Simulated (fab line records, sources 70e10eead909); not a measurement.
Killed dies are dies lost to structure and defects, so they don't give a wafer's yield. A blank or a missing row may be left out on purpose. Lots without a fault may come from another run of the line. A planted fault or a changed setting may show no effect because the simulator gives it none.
Chamber matching | flow nand_harc | NHARC_P_CONTACT_CMP_24 on cmp-03: 4 sister chambers
The step polishes, t overpolish 30 s, target thk 200 nm. 16 wafers are shown with their chamber, then 8 later ones without.

WAFERS WITH THEIR CHAMBER
wafer  | chamber | motor_current_A (A) | time_to_endpoint_s (s) | overpolish_run_s (s)
L078.1 | 3       | 11.2                | 39                     | 29.988
L078.3 | 1       | 11.6                | 43                     | 30.011
L078.5 | 2       | 12.2                | 41                     | 30.006
L082.1 | 2       | 12.4                | 43                     | 30.001
L082.2 | 0       | 12.2                | 44                     | 30.000
L082.4 | 3       | 10.9                | 39                     | 30.009
L083.1 | 2       | 12.6                | 41                     | 29.985
L083.3 | 1       | 11.5                | 41                     | 30.005
L083.4 | 0       | 13.3                | 41                     | 29.993
L089.3 | 0       | 13.1                | 41                     | 29.979
L089.5 | 0       | 14.1                | 43                     | 30.010
L089.6 | 3       | 11.1                | 39                     | 30.003
L088.1 | 1       | 11.1                | 45                     | 30.007
L088.3 | 0       | 14.0                | 45                     | 30.005
L088.5 | 0       | 12.9                | 43                     | 29.995
L090.1 | 2       | 11.3                | 40                     | 30.004

SIGNATURES (means of the wafers above)
reading            | chamber 0 | chamber 1 | chamber 2 | chamber 3 | scatter within a chamber
motor_current_A    | 13.267    | 11.400    | 12.125    | 11.067    | 0.556
time_to_endpoint_s | 42.83     | 43.00     | 41.25     | 39.00     | 1.46
overpolish_run_s   | 29.99700  | 30.00767  | 29.99900  | 30.00000  | 0.00963
Rule: a wafer's distance from a chamber is the root of the sum, over the readings, of the square of ((its reading less the chamber's mean) divided by the reading's scatter). The wafer belongs to the nearest chamber; if the next one is less than 2 further off, it can't be placed. The scatter: the root of (the sum of the squares of (reading less its chamber's mean) over the shown wafers, divided by (wafers less chambers)).

WAFERS WITHOUT THEIR CHAMBER
wafer  | motor_current_A (A) | time_to_endpoint_s (s) | overpolish_run_s (s)
L090.3 | 13.5                | 40                     | 29.995
L090.4 | 11.5                | 36                     | 30.004
L094.1 | 12.4                | 39                     | 30.013
L094.2 | 12.6                | 42                     | 29.995
L094.6 | 12.6                | 39                     | 29.993
L095.3 | 12.6                | 39                     | 29.992
L095.5 | 11.2                | 42                     | 30.002
L095.6 | 12.4                | 41                     | 30.001

WHICH CHAMBER EACH WENT THROUGH
wafer  | from the rows above               | in truth
L090.3 | can't be placed: 0 or 2           | 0
L090.4 | can't be placed: 3 or 2           | 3
L094.1 | can't be placed: 2 or 3 or 1 or 0 | 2
L094.2 | can't be placed: 2 or 0 or 1      | 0
L094.6 | can't be placed: 2 or 3 or 0 or 1 | 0
L095.3 | can't be placed: 2 or 3 or 0 or 1 | 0
L095.5 | can't be placed: 1 or 2 or 3      | 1
L095.6 | can't be placed: 2 or 0 or 1      | 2
Placed correctly: 0 of 8. Can't be placed from these rows: 8 (the true chamber is among the candidates in 8). Placed wrongly: 0.
